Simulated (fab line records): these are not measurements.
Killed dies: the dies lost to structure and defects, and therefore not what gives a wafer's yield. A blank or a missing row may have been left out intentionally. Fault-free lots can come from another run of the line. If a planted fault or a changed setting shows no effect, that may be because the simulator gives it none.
A struck lot beside a sound one + flow n5 finfet + 16 out of 1938 route steps
Sound: these wafers, L600.3, L600.4, L600.6. Struck: wafer L614.6; the same lot's L614.3 was not struck, so it is left out; see the end for the cause.
Each step with rows lists, per side, the tool, then ch with its chambers, then its first start. Under that, the readings that differ: sound wafers + struck wafers + difference of the means + sigmas: that difference in standard deviations of wafers without a fault.
alike: words and numbers the same on both sides, and readings whose means are apart by under 2 such deviations; not compared: readings that were withheld, readings missing a value for some wafer, numbers with overlapping values and no deviation given by the record, and bounds like >300 which may hide the same value.
Wherever a step has rows on one side only, a row that says differs or no value, or a row with sigmas, the two part there. When numbers do not overlap yet have no deviation, they are printed without sigmas and do not part them. A reading missing from all wafers of one side parts the sides only when that side holds two or more wafers.

N5_BEOL_M2_ETCH_41: etches SiCN in CH3F/O2, target depth 29.9 nm, time 52.5 s.
  sound: rie diel-05 ch 0,3; struck: rie diel-01 ch 0
| reading                         | sound             | struck | difference | sigmas |
|---------------------------------|-------------------|--------|------------|--------|
| oes product au (a.u.)           | 0.66 0.71 0.71    | 0.90   | +0.21      | +2     |
| rf vpp V (V)                    | 296.9 296.2 295.9 | 300.3  | +4.0       | +3     |
| showerhead plenum p Torr (Torr) | 2.04 1.89 1.89    | 2.12   | +0.18      | +3     |
| throttle valve pct (%)          | 16.36 16.51 16.49 | 15.87  | -0.58      | -2     |
  alike: drypump motor current A, mfc ar sccm
  not compared: rf hours counter h
then, 1 step without rows for these wafers: N5_BEOL_M2_STRIP_97 (strips in N2/H2, time 10 s).
N5_BEOL_M2_OCD_MEAS_38:
  sound on ocd-02, day 8 17:22; struck on ocd-02, day 11 19:02
  alike: trench depth nm
then, 4 steps without rows for these wafers: N5_BEOL_M2_HM_STRIP_39 (strips TiN in peroxide tin strip, target depth 25 nm, time 158 s); N5_BEOL_M2_SRD_40 (time 30 s); N5_BEOL_M2_PRECLEAN_42 (cleans in residue remover, time 60 s); N5_BEOL_M2_SRD_43 (time 30 s).
N5_BEOL_M2_CD_MEAS_35: target cd 18 nm, target cd y 22.2 nm.
  sound on cd sem-03, day 8 17:32; struck on cd sem-02, day 11 19:11
  alike: cd nm
N5_BEOL_M2_DEGAS_44: time 60 s.
  sound on pvd sputter-03, day 8 18:03; struck on pvd sputter-01, day 11 19:19
  alike: heater power w
then, 1 step without rows for these wafers: N5_BEOL_M2_PRE_CLEAN_45 (time 30 s).
N5_BEOL_M2_ALD_84: deposits TaN, pulse time 2 s, purge time 3 s, co reactant purge time 2 s.
  sound on ald metal-03 ch 0,1, day 8 18:10; struck on ald metal-03 ch 1, day 11 19:28
  alike: heater power w, precursor vessel temp c
N5_BEOL_M2_SURFACE_TREAT_85:
  sound on pvd sputter-03, day 8 18:29; struck on pvd sputter-01, day 11 19:46
  not compared: throttle valve pct
N5_BEOL_M2_CVD_47: deposits Co from CCTBA/H2, target thk 3 nm, time 223.8 s.
  sound on cvd co-02 ch 1,2, day 8 18:47; struck on cvd co-01 ch 0, day 11 20:11
| reading          | sound             | struck | difference | sigmas      |
|------------------|-------------------|--------|------------|-------------|
| run length s (s) | 247.8 247.4 247.4 | 99.2   | -148.3     | -99 or more |
N5_BEOL_M2_SPUTTER_48: material Cu, target thk 4.5 nm, time 8.29 s.
  sound on pvd sputter-01, day 8 20:32; struck on pvd sputter-01, day 11 21:39
  alike: chamber pressure pa, throttle valve pct
N5_BEOL_M4_RC_MEAS_101:
  sound on prober-01 ch 0, day 10 07:38; struck on prober-01 ch 0, day 13 09:24
  alike: DIBL_N, DIBL_P, IOFF_N, IOFF_P, ION_N, ION_P, SS_N, SS_P, VT_N, VT_P
-- the record jumps here: 5 days lie between the struck wafers' starts before and after (it left off in module BEOL_M4 and takes up again in module PASSIVATION, whose first step shown is number 1936 of the route) --
N5_PASSIVATION_PROBE_49:
  sound on prober-02, day 15 04:38; struck on prober-02, day 18 03:27
  alike: defect limited yield, killed_at_M0_to_M3, killed_at_M4_up, killed at contacts, killed at front end, killed at other, killed dies, killed open, killed short, sort_bin_5_function, sort_bin_6_memory, sort n pass, sort yield pct

## WHERE THEY PART
Last at N5_BEOL_M2_CVD_47 as far as this record goes, first at N5_BEOL_M2_ETCH_41. Later steps at which nothing parts them and some readings are alike: N5_BEOL_M2_SPUTTER_48, N5_BEOL_M4_RC_MEAS_101, N5_PASSIVATION_PROBE_49.

WHY: what the simulator had put in
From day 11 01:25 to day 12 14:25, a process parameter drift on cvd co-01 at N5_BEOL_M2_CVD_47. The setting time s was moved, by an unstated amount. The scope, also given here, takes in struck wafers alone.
